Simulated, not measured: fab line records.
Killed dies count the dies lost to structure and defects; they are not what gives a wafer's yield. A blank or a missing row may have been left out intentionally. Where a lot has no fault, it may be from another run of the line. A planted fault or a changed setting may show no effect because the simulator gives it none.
fab line records | flow n5Finfet
[record] lots = 4 wafers = 12 lastDay = 18
route steps=1938 shown BEOL_M0@743 BEOL_M1@751 BEOL_M4@1111 PASSIVATION@1936
lots that met no fault: taken from a fault-free run of the same line
startH: the number of hours between the record's first day and the start of the first shown wafer of the lot | waitH: how many hours have passed since the lot's step before this one | " same as the row above | L1.1+2: a row that stands for several wafers | - no value, or no start was given | * or withheld: withheld | < > ~ a bound
route shown NAME@n: NAME is a module with steps in the file, n the number in the route of the first one | usual: mean/standard deviation taken from wafers without a fault | same: alike in all rows | chamber/n: place in a boat | sites: each site's reading | _std_site: the values' standard deviation | _edge_site: inner sites' mean taken away from outer sites' mean | radiusMm: for every site, how far away it sits from the centre of the wafer | mask NAME#n: copy n | behind: the most recent tool/chamber to have shaped the wafer | hold: why the lot went on hold/how many hours it stayed there/how the hold came to an end | device: names the non-switching transistor (n, p or np) | end of line: the tests these same wafers got at the end of their route | a step given without rows: its recipe and nothing more | killed: count of dies lost to structure and defects at first sort (not the wafer's yield) | map: a wafer's dies, x killed, . not, _ none there
set.NAME: setting as actually run; set.NAME@STEP: the setting as run at that earlier step | model.NAME: the simulator's own value behind a step, which no gauge read
certain route steps with their lots: each step a table, each wafer a row
services: when a tool's chamber went out of use (startH, in hours from the record's first day, below 0 if earlier), for how many hours, and the reason
[[steps]]
[step N5_BEOL_M0_CMP_120]
[recipe] stopOn = SiOC tOverpolishS = 6.9 downForcePsi = 1 platenRpm = 50 clearingPlatenDownForcePsi = 1.5 clearingPlatenRpm = 50 postCmpClean = cuAlkaline clearingPlatenPadVelocityMS = 0.99484 padVelocityMS = 0.99484
[step N5_BEOL_M0_PRE_CLEAN_131]
[recipe] gas = NH3/H2 timeS = 15 tempC = * rfPowerW = 300
[step N5_BEOL_M0_CO_CAP_123]
[recipe] material = Co targetThkA = 20 tempC = 200 precursor = CCTBA/H2 pressureTorr = 30 timeS = 102.1
[step N5_BEOL_M0_PRE_CLEAN_124]
[recipe] gas = NH3 timeS = 15 tempC = withheld rfPowerW = 300
[step N5_BEOL_M0_DEP_125]
[recipe] material = SiCN targetThkA = 80 tempC = withheld precursor = 3MS/NH3 pressureTorr = 3 rfW = 202 timeS = 14
[step N5_BEOL_M1_ILD_DEP_00]
[recipe] material = SiOC targetThkA = 790 tempC = 350 precursor = DEMS/O2 pressureTorr = 5 rfW = 500 timeS = 15.3
[step N5_BEOL_M1_PECVD_72]
[recipe] material = SiO2 targetThkA = 160 tempC = 400 precursor = TEOS/O2 pressureTorr = 5.5 rfW = 450 teosFlowSccm = 53.8 gas = O2 flowSccm = 3000 timeS = 18
[step N5_BEOL_M1_HM_DEP_02]
[recipe] material = TiN targetThkA = 200 tempC = 25 chamberPressurePa = 0.49996
[step N5_BEOL_M1_COAT_61]
[recipe] resist = SOC tempC = 250 timeS = 60 spinRpm = 1500 resistThkNm = 60
[usual] resistLineTempC = 22.98/0.1 spinSpeedRpm = 1500.2/0.96
// columns lot.wafer tool chamber startH waitH resistLineTempC spinSpeedRpm model.SOC_of_BEOL_M1_COAT_61.thkNm
L952.2 lithoTrack-02 0 173.50 0.1 23.00 1499.3 60
L952.4 " 0 " " 23.06 1501.0 59.8
L952.6 " 0 " " 22.99 1500.3 60
L958.1 lithoTrack-02 0 203.55 0.1 23.11 1282.3 64.4
L958.4 " 0 " " 23.21 1282.5 64.6
L958.6 " 0 " " 23.14 1283.8 64.8
L961.1 lithoTrack-02 0 223.16 0.1 23.24 1283.3 64.6
L961.2 " 0 " " 23.12 1282.4 64.8
L961.5 " 0 " " 23.16 1283.2 64.8
L964.4 lithoTrack-04 0 241.45 0.1 23.09 1499.5 60
L964.5 " 0 " " 22.98 1500.7 60
L964.6 " 0 " " 22.98 1501.1 60
[step N5_BEOL_M1_COAT_62]
[recipe] resist = SiARC tempC = 220 timeS = 60 spinRpm = 1500 resistThkNm = 12
[step N5_BEOL_M1_COAT_73]
[recipe] resist = underlayer tempC = 205 timeS = 60 spinRpm = 1500 resistThkNm = 5
[step N5_BEOL_M1_COAT_05]
[recipe] resist = CAR-EUV spinRpm = 1500 resistThkNm = 30
[step N5_BEOL_M1_EBR_07]
[recipe] solvent = PGMEA ebrWidthMm = 1.5
[step N5_BEOL_M1_SOFTBAKE_06]
[recipe] tempC = 110 timeS = 60 resist = CAR-EUV
[step N5_BEOL_M1_EXPOSE_08]
[recipe] maskId = M1 na = 0.33 sourceShape = dipole sigmaInner = 0.369 sigmaOuter = 0.767 polarization = unpolarized doseMj = 33
[step N5_BEOL_M1_PEB_09]
[recipe] pebTempC = 100 pebTimeS = 60 resist = CAR-EUV
[step N5_BEOL_M1_DEVELOP_10]
[recipe] developTimeS = 30 developer = TMAH resist = CAR-EUV rinseLiquid = surfactantRinse dry = airSpin devTempC = 23
[step N5_BEOL_M1_DESCUM_16]
[recipe] chemistry = O2 timeS = 7 sourcePowerW = 50 biasPowerW = 20 pressureMtorr = 20 rfFrequencyHz = 2.712e+07 tempC = 40 resist = CAR-EUV o2FlowSccm = 225
[step N5_BEOL_M1_ETCH_74]
[recipe] chemistry = N2/H2 target = underlayer targetDepthA = 65 maskMaterial = CAR-EUV timeS = 5.2 ionEnergyEv = 200 pressureMtorr = 30 sourceW = 840 biasW = 150 n2FlowSccm = 200 h2FlowSccm = 200 ends = cleared
[step N5_BEOL_M1_ETCH_63]
[recipe] chemistry = CF4 target = SiARC targetDepthA = 156 maskMaterial = CAR-EUV timeS = 26 ionEnergyEv = 80 pressureMtorr = 40 sourceW = 545 biasW = 36 Ar_flow_sccm = 100 cf4FlowSccm = 100 ends = cleared
[step N5_BEOL_M1_ETCH_64]
[recipe] chemistry = N2/H2 target = SOC targetDepthA = 750 overetchA = 150 maskMaterial = SiARC tempC = 40 timeS = 112.5 ionEnergyEv = 200 pressureMtorr = 30 sourceW = 840 biasW = 150 n2FlowSccm = 200 h2FlowSccm = 200
[usual] drypumpMotorCurrentA = 5.7/0.5 oesProductAu = 0.63/0.055 rfVppV = 524.2/2.8 showerheadPlenumPTorr = 2.55/0.098 throttleValvePct = 17.82/0.18
// columns lot.wafer tool chamber startH waitH drypumpMotorCurrentA oesProductAu rfHoursCounterH rfVppV showerheadPlenumPTorr throttleValvePct model.etch.depthNm
L952.2 rieDiel-03 1 173.99 0.0 6.0 0.58 188 519.3 2.41 17.77 60.07
L952.4 " 3 " " 6.1 0.74 14 528.1 2.72 17.95 59.89
L952.6 " 2 " " 6.2 0.67 - 524.9 2.58 17.56 59.94
L958.1 rieDiel-04 0 204.14 0.0 6.3 0.61 182 523.6 2.53 17.71 64.48
L958.4 " 1 " " 5.4 0.68 57 521.6 2.47 18.18 64.58
L958.6 " 3 " " 6.0 0.61 - 519.6 2.43 17.81 64.72
L961.1 rieDiel-03 3 223.67 0.0 6.0 0.75 28 528.2 2.71 17.97 64.65
L961.2 " 1 " " 6.0 0.60 202 519.8 2.41 17.80 64.79
L961.5 " 0 " " 5.4 0.62 - 523.7 2.54 17.93 64.71
L964.4 rieDiel-03 2 242.12 0.0 6.2 0.65 88 524.4 2.57 17.58 59.92
L964.5 " 0 " " 5.4 0.58 - 523.7 2.54 17.95 59.96
L964.6 " 1 " " 6.0 0.57 - 520.8 2.40 17.82 60.1
[step N5_BEOL_M1_STRIP_65]
[recipe] chemistry = N2/H2 tempC = 40 n2FlowSccm = 200 h2FlowSccm = 200 rfFrequencyHz = 6e+07
[step N5_BEOL_M1_STRIP_75]
[recipe] chemistry = N2/H2 tempC = 40 n2FlowSccm = 200 h2FlowSccm = 200 rfFrequencyHz = 6e+07
[step N5_BEOL_M1_STRIP_66]
[recipe] chemistry = CF4 resist = SiARC powerW = 300 biasPowerW = 75 pressureMtorr = 50 cf4FlowSccm = 150 rfFrequencyHz = 6e+07
[step N5_BEOL_M1_HM_OPEN_17]
[recipe] chemistry = Cl2/BCl3 targetDepthA = 200 overetchA = 60 target = TiN maskMaterial = SOC ionEnergyEv = 150 pressureMtorr = 10 icpW = 1000 biasW = 126 Cl2_flow_sccm = 53.25 bcl3FlowSccm = 21.75 Ar_flow_sccm = 25
[usual] drypumpMotorCurrentA = 5.8/0.44 heBacksideLeakSccm = 3.37/0.2 oesProductAu = 0.66/0.083 throttleValvePct = 21.93/0.15
// columns lot.wafer tool chamber startH waitH drypumpMotorCurrentA heBacksideLeakSccm oesProductAu rfHoursCounterH throttleValvePct model.SOC_of_BEOL_M1_COAT_61.thkNm
L952.2 rieMetal-01 1 174.15 0.0 6.5 3.31 0.67 36 21.68 52.2
L952.4 " 0 " " 6.0 3.06 0.59 - 21.91 52
L952.6 " 1 " " 6.5 3.17 0.67 - 21.68 52
L958.1 rieMetal-02 0 204.31 0.0 5.2 3.42 0.77 6 21.84 56.2
L958.4 " 0 " " 5.2 3.42 0.78 - 21.84 56.4
L958.6 " 0 " " 5.2 3.31 0.78 - 21.84 56.4
L961.1 rieMetal-03 0 223.84 0.0 5.4 3.37 0.61 65 22.15 56.6
L961.2 " 1 " " 5.8 3.65 0.60 70 22.10 57
L961.5 " 0 " " 5.4 3.42 0.61 - 22.14 56.6
L964.4 rieMetal-03 0 242.32 0.1 5.4 3.29 0.61 - 22.16 52
L964.5 " 0 " " 5.4 3.34 0.60 - 22.15 52
L964.6 " 1 " " 5.8 3.58 0.60 - 22.11 52.4
[step N5_BEOL_M1_STRIP_19]
[recipe] chemistry = O2 powerW = 400 tempC = 40 pressureMtorr = 30 rfFrequencyHz = 6e+07 biasPowerW = 0 overashFraction = 0.2 o2FlowSccm = 225
[step N5_BEOL_M4_RC_MEAS_101]
[usual] DIBL_N = 36.5/1.4 DIBL_P = 36.6/1.6 IOFF_N = 0.160/0.024 IOFF_P = 0.217/0.029 ION_N = 674/8.7 ION_P = 464/6.5 SS_N = 71.6/0.47 SS_P = 73.4/0.57 VT_N = 250.0/2.5 VT_P = -250/3.1
// columns lot.wafer tool chamber startH waitH DIBL_N[mV/V] DIBL_P[mV/V] IOFF_N[nA/um] IOFF_P[nA/um] ION_N[uA/um] ION_P[uA/um] SS_N[mV/dec] SS_P[mV/dec] VT_N[mV] VT_P[mV]
L952.2 prober-01 0 227.36 0.2 36.2 37.3 0.168 0.262 675 478 71.9 73.5 248.0 -241
L952.4 " 0 " " 36.3 37.5 0.169 0.257 682 474 71.5 74.0 248.9 -243
L952.6 " 0 " " 35.4 36.3 0.145 0.229 664 468 71.2 73.0 249.4 -243
L958.1 prober-02 0 260.27 0.0 37.5 37.1 0.164 0.228 676 468 72.0 73.8 251.5 -248
L958.4 " 0 " " 35.9 36.0 0.144 0.210 671 462 72.1 72.0 252.7 -250
L958.6 " 0 " " 37.0 37.2 0.159 0.241 671 463 71.9 73.0 250.1 -247
L961.1 prober-02 0 270.15 0.0 37.9 37.6 0.159 0.218 668 463 71.7 73.2 252.3 -251
L961.2 " 0 " " 37.6 37.4 0.159 0.213 669 464 71.7 73.4 252.0 -251
L961.5 " 0 " " 36.2 36.4 0.139 0.197 663 458 71.4 73.1 249.7 -250
L964.4 prober-01 0 294.96 0.5 40.2 40.2 0.245 0.299 693 473 72.9 73.9 247.0 -244
L964.5 " 0 " " 37.1 36.3 0.162 0.221 674 467 71.8 73.0 251.0 -250
L964.6 " 0 " " 36.4 36.4 0.159 0.221 679 467 71.3 73.8 249.7 -247
[step N5_PASSIVATION_PROBE_49]
[usual] defectLimitedYield = 91.2/1.4 killed_at_M0_to_M3 = 34/9.4 killed_at_M4_up = 13/5.8 killedAtContacts = 13/6.4 killedAtFrontEnd = 41/11 killedAtOther = 3.1/2.3 killedDies = 103/16 killedOnRim = 13/3.4 killedOpen = 69/12 killedShort = 33/7.8 sort_bin_5_function = 5.1/0.91 sort_bin_6_memory = 3.3/0.63 sortNPass = 1077/16 sortYieldPct = 91.2/1.4
[same] grossDies = 1180 killedAtBackSide = 0 sort_bin_4_leakage[%] = 0 sort_bin_8_speed[%] = 0
// columns lot.wafer tool chamber startH waitH defectLimitedYield[%] killed_at_M0_to_M3 killed_at_M4_up killedAtContacts killedAtFrontEnd killedAtOther killedDies killedOnRim killedOpen killedShort sort_bin_5_function[%] sort_bin_6_memory[%] sortNPass sortYieldPct[%]
L964.4 prober-02 - 386.83 0.2 89.7 38 12 14 55 2 121 14 72 43 6.4 3.6 1059 89.7
L961.1 prober-01 - 425.92 0.0 90.9 26 4 3 71 3 107 16 70 33 5.3 3.0 1073 90.9
L961.2 prober-01 - 425.97 0.1 90.3 32 10 15 55 3 115 15 71 44 6.4 2.8 1065 90.3
L961.5 prober-01 - 426.12 0.2 92.3 21 8 7 53 2 91 11 56 35 3.6 3.9 1089 92.3
// killed by level:class
L964.4 STI_FIN_REVEAL:geometricParticle:open=17 FIN_SAQP:geometricParticle:short=12 BEOL_M3:geometricParticle:open=12 MOL_CONTACT_COAG:geometricParticle:open=9 BEOL_M2:geometricParticle:open=6 MOL_CONTACT_COAG:geometricParticle:short=5 GATE_CUT:geometricParticle:open=4 GATE_CUT:geometricParticle:short=4
L961.1 FIN_SAQP:geometricParticle:open=24 STI_FIN_REVEAL:geometricParticle:open=15 FIN_SAQP:geometricParticle:short=12 GATE_CUT:geometricParticle:short=5 BEOL_M1:geometricParticle:short=5 BEOL_M0_SAQP:geometricParticle:short=4 BEOL_M1:geometricParticle:open=4 BEOL_M2:geometricParticle:open=4
L961.2 FIN_SAQP:geometricParticle:open=13 FIN_SAQP:geometricParticle:short=11 BEOL_M2:geometricParticle:open=11 MOL_CONTACT_COAG:geometricParticle:open=9 STI_FIN_REVEAL:geometricParticle:open=8 GATE_CUT:geometricParticle:short=8 MOL_CONTACT_COAG:geometricParticle:short=6 BEOL_M1:geometricParticle:open=6
L961.5 FIN_SAQP:geometricParticle:open=14 DUMMY_GATE:geometricParticle:open=9 GATE_CUT:geometricParticle:short=7 MOL_CONTACT_COAG:geometricParticle:open=6 FIN_SAQP:geometricParticle:short=5 BEOL_M0_SAQP:geometricParticle:short=5 BEOL_M0_SAQP:geometricParticle:open=5 STI_FIN_REVEAL:geometricParticle:short=4
[[services]]
// columns tool chamber startH hours kind
rieDiel-04 3 158.32 14.6 repair
rieDiel-03 2 166.17 6.7 repair
rieDiel-04 3 193.36 5.3 repair
rieMetal-02 1 203.98 7.3 repair
rieDiel-04 3 210.71 1.6 repair
[[key]]
[firstSign] step = N5_BEOL_M1_COAT_61 reading = spinSpeedRpm direction = down sigmas = 99+ usual = * struck = *
effect none on later readings
[modelEffect] step = N5_BEOL_M1_COAT_61 value = SOC_of_BEOL_M1_COAT_61.thkNm without = 59.8 struck = 64.67
[modelEffect] step = N5_BEOL_M1_ETCH_64 value = etch.depthNm without = 59.8 struck = 64.65
[modelEffect] step = N5_BEOL_M1_HM_OPEN_17 value = SOC_of_BEOL_M1_COAT_61.thkNm without = 51.7 struck = 56.53
metAt N5_BEOL_M1_COAT_61
struckWafers L958.1,L958.4,L958.6,L961.1,L961.2,L961.5
onsetBetween 173.50 203.55
[fault] kind = processParameterDrift tool = lithoTrack-02 chamber = - onsetH = 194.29 steps = N5_BEOL_M1_COAT_61 channel = spinRpm offset = * shape = step endH = 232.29 actsIn = * stated = *
